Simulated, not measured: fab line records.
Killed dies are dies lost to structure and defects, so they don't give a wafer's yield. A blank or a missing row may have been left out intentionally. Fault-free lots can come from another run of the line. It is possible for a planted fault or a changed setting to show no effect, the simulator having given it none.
Which tool is to blame? / flow n5_finfet / 24 lots with 72 wafers sampled at 6 steps, on a route of 1938 steps

== WHAT THE GAUGES READ, wafer by wafer ==
N5_BEOL_M11_THK_MEAS_53: measures by xrf.
lot=L074; measured=day 11 09:16; on=film_metro-02; M11_THK (nm)=138.6 137.7 140.1
lot=L075; measured=day 11 11:19; on=film_metro-02; M11_THK (nm)=143.1 139.7 142.5
lot=L076; measured=day 11 19:29; on=film_metro-02; M11_THK (nm)=135.6 140.2 134.9
lot=L079; measured=day 12 01:29; on=film_metro-02; M11_THK (nm)=141.8 136.3 138.7
lot=L077; measured=day 12 14:39; on=film_metro-01; M11_THK (nm)=135.0 137.2 140.2
lot=L078; measured=day 12 21:50; on=film_metro-02; M11_THK (nm)=144.4 136.2 144.7
lot=L081; measured=day 13 04:44; on=film_metro-02; M11_THK (nm)=138.8 136.8 138.3
lot=L080; measured=day 13 09:47; on=film_metro-01; M11_THK (nm)=140.4 142.0 144.6
lot=L082; measured=day 13 13:19; on=film_metro-02; M11_THK (nm)=141.5 140.4 141.2
lot=L083; measured=day 13 14:18; on=film_metro-01; M11_THK (nm)=141.1 137.5 143.8
lot=L084; measured=day 13 16:56; on=film_metro-02; M11_THK (nm)=138.2 136.6 135.4
lot=L085; measured=day 13 19:07; on=film_metro-02; M11_THK (nm)=140.2 141.7 138.4
lot=L086; measured=day 14 14:29; on=film_metro-01; M11_THK (nm)=134.6 138.3 134.8
lot=L087; measured=day 14 21:04; on=film_metro-01; M11_THK (nm)=137.1 139.2 141.6
lot=L090; measured=day 15 00:24; on=film_metro-02; M11_THK (nm)=138.3 142.4 138.4
lot=L088; measured=day 15 04:26; on=film_metro-01; M11_THK (nm)=141.3 138.0 139.3
lot=L089; measured=day 15 04:45; on=film_metro-01; M11_THK (nm)=138.5 137.1 137.1
lot=L092; measured=day 15 11:53; on=film_metro-02; M11_THK (nm)=136.5 137.8 140.8
lot=L091; measured=day 15 17:49; on=film_metro-01; M11_THK (nm)=138.9 138.3 137.1
lot=L093; measured=day 16 00:16; on=film_metro-02; M11_THK (nm)=141.4 145.0 137.9
lot=L095; measured=day 16 07:50; on=film_metro-02; M11_THK (nm)=144.8 140.9 134.3
lot=L094; measured=day 16 08:08; on=film_metro-01; M11_THK (nm)=140.7 140.2 138.3
lot=L096; measured=day 17 10:11; on=film_metro-02; M11_THK (nm)=142.8 134.2 138.7
lot=L097; measured=day 18 21:23; on=film_metro-01; M11_THK (nm)=136.7 135.4 137.2

N5_BEOL_M12_OVL_MEAS_29.
lot=L074; measured=day 11 10:57; on=overlay-01; M12_OVL (nm)=-3 2 -6
lot=L075; measured=day 11 13:01; on=overlay-02; M12_OVL (nm)=-1 -4 -6
lot=L076; measured=day 11 21:13; on=overlay-01; M12_OVL (nm)=-5 -13 -13
lot=L079; measured=day 12 03:06; on=overlay-02; M12_OVL (nm)=-1 -4 -12
lot=L077; measured=day 12 16:13; on=overlay-02; M12_OVL (nm)=-9 -6 -9
lot=L078; measured=day 12 23:26; on=overlay-02; M12_OVL (nm)=-5 -6 -9
lot=L081; measured=day 13 06:35; on=overlay-01; M12_OVL (nm)=-7 -6 -4
lot=L080; measured=day 13 11:31; on=overlay-02; M12_OVL (nm)=-12 -2 -7
lot=L082; measured=day 13 15:04; on=overlay-02; M12_OVL (nm)=-8 -11 -9
lot=L083; measured=day 13 16:08; on=overlay-02; M12_OVL (nm)=4 2 9
lot=L084; measured=day 13 18:43; on=overlay-02; M12_OVL (nm)=-8 -2 -7
lot=L085; measured=day 13 20:49; on=overlay-01; M12_OVL (nm)=-9 3 -5
lot=L086; measured=day 14 16:04; on=overlay-02; M12_OVL (nm)=-12 -13 -3
lot=L087; measured=day 14 22:38; on=overlay-02; M12_OVL (nm)=-12 -9 -7
lot=L090; measured=day 15 02:05; on=overlay-02; M12_OVL (nm)=-13 -11 -11
lot=L088; measured=day 15 06:08; on=overlay-01; M12_OVL (nm)=-5 -2 4
lot=L089; measured=day 15 06:34; on=overlay-01; M12_OVL (nm)=1 -7 -18
lot=L092; measured=day 15 13:34; on=overlay-02; M12_OVL (nm)=-18 -10 -8
lot=L091; measured=day 15 19:29; on=overlay-02; M12_OVL (nm)=1 -6 -3
lot=L093; measured=day 16 01:57; on=overlay-01; M12_OVL (nm)=-8 -13 -6
lot=L095; measured=day 16 09:39; on=overlay-02; M12_OVL (nm)=6 2 0
lot=L094; measured=day 16 10:00; on=overlay-02; M12_OVL (nm)=-5 0 -18
lot=L096; measured=day 17 12:11; on=overlay-01; M12_OVL (nm)=-10 -9 -13
lot=L097; measured=day 18 22:59; on=overlay-01; M12_OVL (nm)=-15 -15 -11

N5_BEOL_M12_OCD_MEAS_35.
lot=L074; measured=day 11 11:44; on=ocd-01; trench_depth_nm (nm)=315 314 315
lot=L075; measured=day 11 13:35; on=ocd-01; trench_depth_nm (nm)=313 316 311
lot=L076; measured=day 11 21:54; on=ocd-01; trench_depth_nm (nm)=318 313 315
lot=L079; measured=day 12 03:41; on=ocd-02; trench_depth_nm (nm)=323 318 317
lot=L077; measured=day 12 16:47; on=ocd-01; trench_depth_nm (nm)=319 318 319
lot=L078; measured=day 13 00:01; on=ocd-02; trench_depth_nm (nm)=314 308 310
lot=L081; measured=day 13 07:09; on=ocd-02; trench_depth_nm (nm)=307 315 318
lot=L080; measured=day 13 12:06; on=ocd-02; trench_depth_nm (nm)=314 324 322
lot=L082; measured=day 13 15:40; on=ocd-01; trench_depth_nm (nm)=327 325 326
lot=L083; measured=day 13 16:53; on=ocd-01; trench_depth_nm (nm)=309 312 311
lot=L084; measured=day 13 19:18; on=ocd-01; trench_depth_nm (nm)=321 319 323
lot=L085; measured=day 13 21:23; on=ocd-02; trench_depth_nm (nm)=315 312 316
lot=L086; measured=day 14 16:43; on=ocd-02; trench_depth_nm (nm)=323 325 322
lot=L087; measured=day 14 23:13; on=ocd-02; trench_depth_nm (nm)=313 316 325
lot=L090; measured=day 15 03:01; on=ocd-01; trench_depth_nm (nm)=324 317 326
lot=L088; measured=day 15 06:42; on=ocd-02; trench_depth_nm (nm)=327 316 323
lot=L089; measured=day 15 07:08; on=ocd-01; trench_depth_nm (nm)=313 314 319
lot=L092; measured=day 15 14:09; on=ocd-02; trench_depth_nm (nm)=315 314 313
lot=L091; measured=day 15 20:22; on=ocd-01; trench_depth_nm (nm)=322 318 314
lot=L093; measured=day 16 02:31; on=ocd-02; trench_depth_nm (nm)=310 318 310
lot=L095; measured=day 16 10:14; on=ocd-02; trench_depth_nm (nm)=321 313 313
lot=L094; measured=day 16 10:43; on=ocd-01; trench_depth_nm (nm)=315 313 314
lot=L096; measured=day 17 12:46; on=ocd-02; trench_depth_nm (nm)=322 316 326
lot=L097; measured=day 18 23:37; on=ocd-01; trench_depth_nm (nm)=306 314 312

N5_BEOL_M12_THK_MEAS_50: measures by xrf.
lot=L074; measured=day 11 17:31; on=film_metro-02; M12_THK (nm)=318 316 317
lot=L075; measured=day 11 18:30; on=film_metro-01; M12_THK (nm)=311 313 310
lot=L076; measured=day 12 00:17; on=film_metro-02; M12_THK (nm)=318 314 314
lot=L079; measured=day 12 07:36; on=film_metro-02; M12_THK (nm)=321 314 314
lot=L077; measured=day 12 19:37; on=film_metro-02; M12_THK (nm)=320 318 321
lot=L078; measured=day 13 05:59; on=film_metro-01; M12_THK (nm)=317 310 312
lot=L081; measured=day 13 08:52; on=film_metro-02; M12_THK (nm)=306 316 320
lot=L080; measured=day 13 14:06; on=film_metro-02; M12_THK (nm)=316 329 325
lot=L082; measured=day 13 19:40; on=film_metro-01; M12_THK (nm)=326 324 325
lot=L083; measured=day 13 20:17; on=film_metro-02; M12_THK (nm)=307 311 313
lot=L084; measured=day 14 02:21; on=film_metro-02; M12_THK (nm)=322 317 323
lot=L085; measured=day 14 02:53; on=film_metro-02; M12_THK (nm)=315 310 315
lot=L086; measured=day 14 19:18; on=film_metro-01; M12_THK (nm)=323 326 322
lot=L087; measured=day 15 00:50; on=film_metro-01; M12_THK (nm)=311 314 322
lot=L090; measured=day 15 04:43; on=film_metro-02; M12_THK (nm)=327 321 330
lot=L088; measured=day 15 09:58; on=film_metro-02; M12_THK (nm)=331 319 326
lot=L089; measured=day 15 10:11; on=film_metro-01; M12_THK (nm)=311 311 315
lot=L092; measured=day 15 18:19; on=film_metro-01; M12_THK (nm)=313 312 312
lot=L091; measured=day 16 01:53; on=film_metro-02; M12_THK (nm)=322 318 314
lot=L093; measured=day 16 04:42; on=film_metro-02; M12_THK (nm)=311 320 312
lot=L095; measured=day 16 16:27; on=film_metro-02; M12_THK (nm)=322 313 313
lot=L094; measured=day 16 17:16; on=film_metro-01; M12_THK (nm)=312 315 316
lot=L096; measured=day 17 14:24; on=film_metro-01; M12_THK (nm)=321 312 325
lot=L097; measured=day 19 06:35; on=film_metro-02; M12_THK (nm)=305 312 311

== EACH LOT AND THE TOOL THAT RAN IT (in order: tool; ch and the chambers of the sampled wafers; start) ==
lot=L074; N5_BEOL_M11_ETCH_41=rie_diel-06 ch 0,3, day 11 07:51 or earlier; N5_BEOL_M11_ALD_74=ald_metal-03 ch 1,2, day 11 07:51
lot=L075; N5_BEOL_M11_ETCH_41=rie_diel-05 ch 1,3, day 11 08:28 or earlier; N5_BEOL_M11_ALD_74=ald_metal-01 ch 1,3, day 11 08:28
lot=L076; N5_BEOL_M11_ETCH_41=rie_diel-03 ch 2,3, day 11 16:17 or earlier; N5_BEOL_M11_ALD_74=ald_metal-03 ch 2,3, day 11 16:17
lot=L079; N5_BEOL_M11_ETCH_41=rie_diel-06 ch 0,1,2, day 11 22:37 or earlier; N5_BEOL_M11_ALD_74=ald_metal-01 ch 1,2, day 11 22:37
lot=L077; N5_BEOL_M11_ETCH_41=rie_diel-06 ch 1,2,3, day 12 12:31 or earlier; N5_BEOL_M11_ALD_74=ald_metal-01 ch 2,3, day 12 12:31
lot=L078; N5_BEOL_M11_ETCH_41=rie_diel-06 ch 1,3, day 12 18:53 or earlier; N5_BEOL_M11_ALD_74=ald_metal-02 ch 0,2,3, day 12 18:53
lot=L081; N5_BEOL_M11_ETCH_41=rie_diel-06 ch 0,2,3, day 13 03:02 or earlier; N5_BEOL_M11_ALD_74=ald_metal-01 ch 1,2,3, day 13 03:02
lot=L080; N5_BEOL_M11_ETCH_41=rie_diel-03 ch 0,1,2, day 13 07:41 or earlier; N5_BEOL_M11_ALD_74=ald_metal-03 ch 0,2,3, day 13 07:41
lot=L082; N5_BEOL_M11_ETCH_41=rie_diel-03 ch 0,2, day 13 11:49 or earlier; N5_BEOL_M11_ALD_74=ald_metal-03 ch 0,2,3, day 13 11:49
lot=L083; N5_BEOL_M11_ETCH_41=rie_diel-03 ch 1,2, day 13 12:28 or earlier; N5_BEOL_M11_ALD_74=ald_metal-03 ch 2,3, day 13 12:28
lot=L084; N5_BEOL_M11_ETCH_41=rie_diel-06 ch 0,2,3, day 13 15:23 or earlier; N5_BEOL_M11_ALD_74=ald_metal-02 ch 0,1,3, day 13 15:23
lot=L085; N5_BEOL_M11_ETCH_41=rie_diel-05 ch 0,1,2, day 13 17:41 or earlier; N5_BEOL_M11_ALD_74=ald_metal-01 ch 0,1, day 13 17:41
lot=L086; N5_BEOL_M11_ETCH_41=rie_diel-06 ch 0,1,3, day 14 11:22 or earlier; N5_BEOL_M11_ALD_74=ald_metal-01 ch 2,3, day 14 11:22
lot=L087; N5_BEOL_M11_ETCH_41=rie_diel-03 ch 0,1, day 14 19:19 or earlier; N5_BEOL_M11_ALD_74=ald_metal-03 ch 0,1, day 14 19:19
lot=L090; N5_BEOL_M11_ETCH_41=rie_diel-05 ch 0,1,3, day 14 22:53 or earlier; N5_BEOL_M11_ALD_74=ald_metal-01 ch 0,1,3, day 14 22:53
lot=L088; N5_BEOL_M11_ETCH_41=rie_diel-05 ch 1,3, day 15 03:04 or earlier; N5_BEOL_M11_ALD_74=ald_metal-03 ch 1,3, day 15 03:04
lot=L089; N5_BEOL_M11_ETCH_41=rie_diel-06 ch 0,2, day 15 03:16 or earlier; N5_BEOL_M11_ALD_74=ald_metal-02 ch 0,2,3, day 15 03:16
lot=L092; N5_BEOL_M11_ETCH_41=rie_diel-05 ch 1,3, day 15 10:29 or earlier; N5_BEOL_M11_ALD_74=ald_metal-02 ch 0,2, day 15 10:29
lot=L091; N5_BEOL_M11_ETCH_41=rie_diel-05 ch 1,2,3, day 15 16:01 or earlier; N5_BEOL_M11_ALD_74=ald_metal-02 ch 0,1,3, day 15 16:01
lot=L093; N5_BEOL_M11_ETCH_41=rie_diel-06 ch 0,1,3, day 15 22:32 or earlier; N5_BEOL_M11_ALD_74=ald_metal-01 ch 0,1,3, day 15 22:32
lot=L095; N5_BEOL_M11_ETCH_41=rie_diel-03 ch 1,2,3, day 16 06:27 or earlier; N5_BEOL_M11_ALD_74=ald_metal-02 ch 0,1,2, day 16 06:27
lot=L094; N5_BEOL_M11_ETCH_41=rie_diel-05 ch 0,1,2, day 16 06:32 or earlier; N5_BEOL_M11_ALD_74=ald_metal-03 ch 0,1, day 16 06:32
lot=L096; N5_BEOL_M11_ETCH_41=rie_diel-06 ch 1,2,3, day 17 08:23 or earlier; N5_BEOL_M11_ALD_74=ald_metal-03 ch 0,3, day 17 08:23
lot=L097; N5_BEOL_M11_ETCH_41=rie_diel-06 ch 0,2,3, day 18 18:58 or earlier; N5_BEOL_M11_ALD_74=ald_metal-03 ch 0,1,3, day 18 18:58
- N5_BEOL_M11_ETCH_41: etches SiCN in CH3F/O2, target depth 42.6 nm, time 86 s.
- N5_BEOL_M11_ALD_74: deposits TaN, target thk 2 nm, pulse time 2 s, purge time 3 s.

== WHAT THE TOOLS THEMSELVES READ (means of the sampled wafers that have a number; where no wafer has one, the mark that the record gives instead) ==
N5_BEOL_M11_ETCH_41.
lot=L074; tool=rie_diel-06; chamber_pressure_mTorr (mTorr)=29.989; drypump_motor_current_A (A)=5.8; oes_product_au (a.u.)=0.73; rf_vpp_V (V)=299.5; showerhead_plenum_p_Torr (Torr)=2.07; throttle_valve_pct (%)=16.23
lot=L075; tool=rie_diel-05; chamber_pressure_mTorr (mTorr)=29.999; drypump_motor_current_A (A)=6.4; oes_product_au (a.u.)=0.83; rf_vpp_V (V)=296.7; showerhead_plenum_p_Torr (Torr)=1.97; throttle_valve_pct (%)=16.16
lot=L076; tool=rie_diel-03; chamber_pressure_mTorr (mTorr)=29.989; drypump_motor_current_A (A)=5.4; oes_product_au (a.u.)=0.77; rf_vpp_V (V)=298.2; showerhead_plenum_p_Torr (Torr)=2.04; throttle_valve_pct (%)=16.26
lot=L079; tool=rie_diel-06; chamber_pressure_mTorr (mTorr)=30.017; drypump_motor_current_A (A)=5.8; oes_product_au (a.u.)=0.76; rf_vpp_V (V)=296.2; showerhead_plenum_p_Torr (Torr)=1.97; throttle_valve_pct (%)=16.36
lot=L077; tool=rie_diel-06; chamber_pressure_mTorr (mTorr)=30.023; drypump_motor_current_A (A)=5.7; oes_product_au (a.u.)=0.75; rf_vpp_V (V)=296.7; showerhead_plenum_p_Torr (Torr)=1.97; throttle_valve_pct (%)=16.44
lot=L078; tool=rie_diel-06; chamber_pressure_mTorr (mTorr)=30.015; drypump_motor_current_A (A)=5.6; oes_product_au (a.u.)=0.76; rf_vpp_V (V)=295.3; showerhead_plenum_p_Torr (Torr)=1.91; throttle_valve_pct (%)=16.38
lot=L081; tool=rie_diel-06; chamber_pressure_mTorr (mTorr)=29.974; drypump_motor_current_A (A)=5.9; oes_product_au (a.u.)=0.73; rf_vpp_V (V)=298.2; showerhead_plenum_p_Torr (Torr)=2.05; throttle_valve_pct (%)=16.37
lot=L080; tool=rie_diel-03; chamber_pressure_mTorr (mTorr)=29.980; drypump_motor_current_A (A)=5.7; oes_product_au (a.u.)=0.76; rf_vpp_V (V)=296.7; showerhead_plenum_p_Torr (Torr)=1.94; throttle_valve_pct (%)=16.16
lot=L082; tool=rie_diel-03; chamber_pressure_mTorr (mTorr)=29.994; drypump_motor_current_A (A)=5.9; oes_product_au (a.u.)=0.73; rf_vpp_V (V)=296.3; showerhead_plenum_p_Torr (Torr)=1.93; throttle_valve_pct (%)=16.15
lot=L083; tool=rie_diel-03; chamber_pressure_mTorr (mTorr)=29.996; drypump_motor_current_A (A)=5.7; oes_product_au (a.u.)=0.80; rf_vpp_V (V)=296.1; showerhead_plenum_p_Torr (Torr)=1.94; throttle_valve_pct (%)=16.15
lot=L084; tool=rie_diel-06; chamber_pressure_mTorr (mTorr)=29.998; drypump_motor_current_A (A)=5.9; oes_product_au (a.u.)=0.73; rf_vpp_V (V)=298.8; showerhead_plenum_p_Torr (Torr)=2.05; throttle_valve_pct (%)=16.38
lot=L085; tool=rie_diel-05; chamber_pressure_mTorr (mTorr)=30.003; drypump_motor_current_A (A)=5.6; oes_product_au (a.u.)=0.78; rf_vpp_V (V)=297.1; showerhead_plenum_p_Torr (Torr)=1.98; throttle_valve_pct (%)=16.32
lot=L086; tool=rie_diel-06; chamber_pressure_mTorr (mTorr)=29.993; drypump_motor_current_A (A)=5.7; oes_product_au (a.u.)=0.74; rf_vpp_V (V)=297.8; showerhead_plenum_p_Torr (Torr)=1.99; throttle_valve_pct (%)=16.33
lot=L087; tool=rie_diel-03; chamber_pressure_mTorr (mTorr)=29.985; drypump_motor_current_A (A)=5.5; oes_product_au (a.u.)=0.76; rf_vpp_V (V)=295.9; showerhead_plenum_p_Torr (Torr)=1.96; throttle_valve_pct (%)=16.22
lot=L090; tool=rie_diel-05; chamber_pressure_mTorr (mTorr)=30.003; drypump_motor_current_A (A)=6.1; oes_product_au (a.u.)=0.75; rf_vpp_V (V)=296.5; showerhead_plenum_p_Torr (Torr)=1.96; throttle_valve_pct (%)=16.34
lot=L088; tool=rie_diel-05; chamber_pressure_mTorr (mTorr)=30.011; drypump_motor_current_A (A)=6.4; oes_product_au (a.u.)=0.81; rf_vpp_V (V)=296.8; showerhead_plenum_p_Torr (Torr)=1.96; throttle_valve_pct (%)=16.21
lot=L089; tool=rie_diel-06; chamber_pressure_mTorr (mTorr)=29.989; drypump_motor_current_A (A)=6.0; oes_product_au (a.u.)=0.73; rf_vpp_V (V)=297.8; showerhead_plenum_p_Torr (Torr)=2.04; throttle_valve_pct (%)=16.35
lot=L092; tool=rie_diel-05; chamber_pressure_mTorr (mTorr)=30.021; drypump_motor_current_A (A)=6.2; oes_product_au (a.u.)=0.76; rf_vpp_V (V)=297.3; showerhead_plenum_p_Torr (Torr)=1.97; throttle_valve_pct (%)=16.29
lot=L091; tool=rie_diel-05; chamber_pressure_mTorr (mTorr)=30.015; drypump_motor_current_A (A)=5.8; oes_product_au (a.u.)=0.78; rf_vpp_V (V)=296.6; showerhead_plenum_p_Torr (Torr)=1.99; throttle_valve_pct (%)=16.27
lot=L093; tool=rie_diel-06; chamber_pressure_mTorr (mTorr)=29.981; drypump_motor_current_A (A)=5.7; oes_product_au (a.u.)=0.73; rf_vpp_V (V)=297.2; showerhead_plenum_p_Torr (Torr)=1.98; throttle_valve_pct (%)=16.35
lot=L095; tool=rie_diel-03; chamber_pressure_mTorr (mTorr)=29.980; drypump_motor_current_A (A)=5.6; oes_product_au (a.u.)=0.76; rf_vpp_V (V)=296.9; showerhead_plenum_p_Torr (Torr)=1.98; throttle_valve_pct (%)=16.25
lot=L094; tool=rie_diel-05; chamber_pressure_mTorr (mTorr)=29.990; drypump_motor_current_A (A)=5.6; oes_product_au (a.u.)=0.86; rf_vpp_V (V)=297.0; showerhead_plenum_p_Torr (Torr)=1.98; throttle_valve_pct (%)=16.19
lot=L096; tool=rie_diel-06; chamber_pressure_mTorr (mTorr)=29.987; drypump_motor_current_A (A)=5.7; oes_product_au (a.u.)=0.72; rf_vpp_V (V)=296.0; showerhead_plenum_p_Torr (Torr)=1.96; throttle_valve_pct (%)=16.50
lot=L097; tool=rie_diel-06; chamber_pressure_mTorr (mTorr)=29.981; drypump_motor_current_A (A)=5.9; oes_product_au (a.u.)=0.71; rf_vpp_V (V)=297.6; showerhead_plenum_p_Torr (Torr)=2.04; throttle_valve_pct (%)=16.45

N5_BEOL_M11_ALD_74.
lot=L074; tool=ald_metal-03; heater_power_outer_w (W)=237; heater_power_w (W)=435; precursor_vessel_carrier_sccm (sccm)=997; susceptor_temp_C (C)=275.10
lot=L075; tool=ald_metal-01; heater_power_outer_w (W)=240; heater_power_w (W)=430; precursor_vessel_carrier_sccm (sccm)=1001; susceptor_temp_C (C)=274.99
lot=L076; tool=ald_metal-03; heater_power_outer_w (W)=230; heater_power_w (W)=414; precursor_vessel_carrier_sccm (sccm)=999; susceptor_temp_C (C)=275.00
lot=L079; tool=ald_metal-01; heater_power_outer_w (W)=243; heater_power_w (W)=443; precursor_vessel_carrier_sccm (sccm)=999; susceptor_temp_C (C)=274.87
lot=L077; tool=ald_metal-01; heater_power_outer_w (W)=251; heater_power_w (W)=430; precursor_vessel_carrier_sccm (sccm)=999; susceptor_temp_C (C)=274.85
lot=L078; tool=ald_metal-02; heater_power_outer_w (W)=238; heater_power_w (W)=424; precursor_vessel_carrier_sccm (sccm)=1000; susceptor_temp_C (C)=275.05
lot=L081; tool=ald_metal-01; heater_power_outer_w (W)=245; heater_power_w (W)=433; precursor_vessel_carrier_sccm (sccm)=998; susceptor_temp_C (C)=274.89
lot=L080; tool=ald_metal-03; heater_power_outer_w (W)=225; heater_power_w (W)=416; precursor_vessel_carrier_sccm (sccm)=999; susceptor_temp_C (C)=274.93
lot=L082; tool=ald_metal-03; heater_power_outer_w (W)=225; heater_power_w (W)=411; precursor_vessel_carrier_sccm (sccm)=1000; susceptor_temp_C (C)=274.99
lot=L083; tool=ald_metal-03; heater_power_outer_w (W)=238; heater_power_w (W)=430; precursor_vessel_carrier_sccm (sccm)=1002; susceptor_temp_C (C)=275.14
lot=L084; tool=ald_metal-02; heater_power_outer_w (W)=269; heater_power_w (W)=478; precursor_vessel_carrier_sccm (sccm)=999; susceptor_temp_C (C)=274.85
lot=L085; tool=ald_metal-01; heater_power_outer_w (W)=231; heater_power_w (W)=432; precursor_vessel_carrier_sccm (sccm)=997; susceptor_temp_C (C)=274.97
lot=L086; tool=ald_metal-01; heater_power_outer_w (W)=244; heater_power_w (W)=429; precursor_vessel_carrier_sccm (sccm)=998; susceptor_temp_C (C)=275.14
lot=L087; tool=ald_metal-03; heater_power_outer_w (W)=208; heater_power_w (W)=384; precursor_vessel_carrier_sccm (sccm)=1002; susceptor_temp_C (C)=275.04
lot=L090; tool=ald_metal-01; heater_power_outer_w (W)=230; heater_power_w (W)=425; precursor_vessel_carrier_sccm (sccm)=1002; susceptor_temp_C (C)=275.08
lot=L088; tool=ald_metal-03; heater_power_outer_w (W)=222; heater_power_w (W)=396; precursor_vessel_carrier_sccm (sccm)=999; susceptor_temp_C (C)=275.11
lot=L089; tool=ald_metal-02; heater_power_outer_w (W)=239; heater_power_w (W)=427; precursor_vessel_carrier_sccm (sccm)=1001; susceptor_temp_C (C)=274.97
lot=L092; tool=ald_metal-02; heater_power_outer_w (W)=232; heater_power_w (W)=416; precursor_vessel_carrier_sccm (sccm)=1001; susceptor_temp_C (C)=274.94
lot=L091; tool=ald_metal-02; heater_power_outer_w (W)=266; heater_power_w (W)=478; precursor_vessel_carrier_sccm (sccm)=999; susceptor_temp_C (C)=275.03
lot=L093; tool=ald_metal-01; heater_power_outer_w (W)=217; heater_power_w (W)=399; precursor_vessel_carrier_sccm (sccm)=999; susceptor_temp_C (C)=274.93
lot=L095; tool=ald_metal-02; heater_power_outer_w (W)=252; heater_power_w (W)=472; precursor_vessel_carrier_sccm (sccm)=999; susceptor_temp_C (C)=274.84
lot=L094; tool=ald_metal-03; heater_power_outer_w (W)=216; heater_power_w (W)=390; precursor_vessel_carrier_sccm (sccm)=997; susceptor_temp_C (C)=274.88
lot=L096; tool=ald_metal-03; heater_power_outer_w (W)=214; heater_power_w (W)=384; precursor_vessel_carrier_sccm (sccm)=1000; susceptor_temp_C (C)=275.06
lot=L097; tool=ald_metal-03; heater_power_outer_w (W)=213; heater_power_w (W)=389; precursor_vessel_carrier_sccm (sccm)=999; susceptor_temp_C (C)=275.07

== THE ANSWER, worked out from the rows above alone ==
Rule: what is usual is taken from the lots themselves. The widest of any qualifying gaps counts: lots, ordered by their means at a reading, are off when they make up no more than a third of the lots, leave a main group of 4 or more, and stand apart from it by 3 or more times the standard deviation of that group's means. The tables above print the reading to a certain number of digits; a main group whose means all agree to those digits is not used. A lot without any number at a reading at which 4 lots or more have one is off too. All remaining lots with rows at the step are treated as sound. The gauges are gone through in route order, then the tools' own readings, and for those a lot's mean is taken as printed above. The first step at which some lot is off is used, and at that step the reading that is off furthest; a lot without a number counts as furthest.
No lot is off on any of the readings shown, so nothing can be concluded from this.

== WHAT THE SIMULATOR PUT IN ==
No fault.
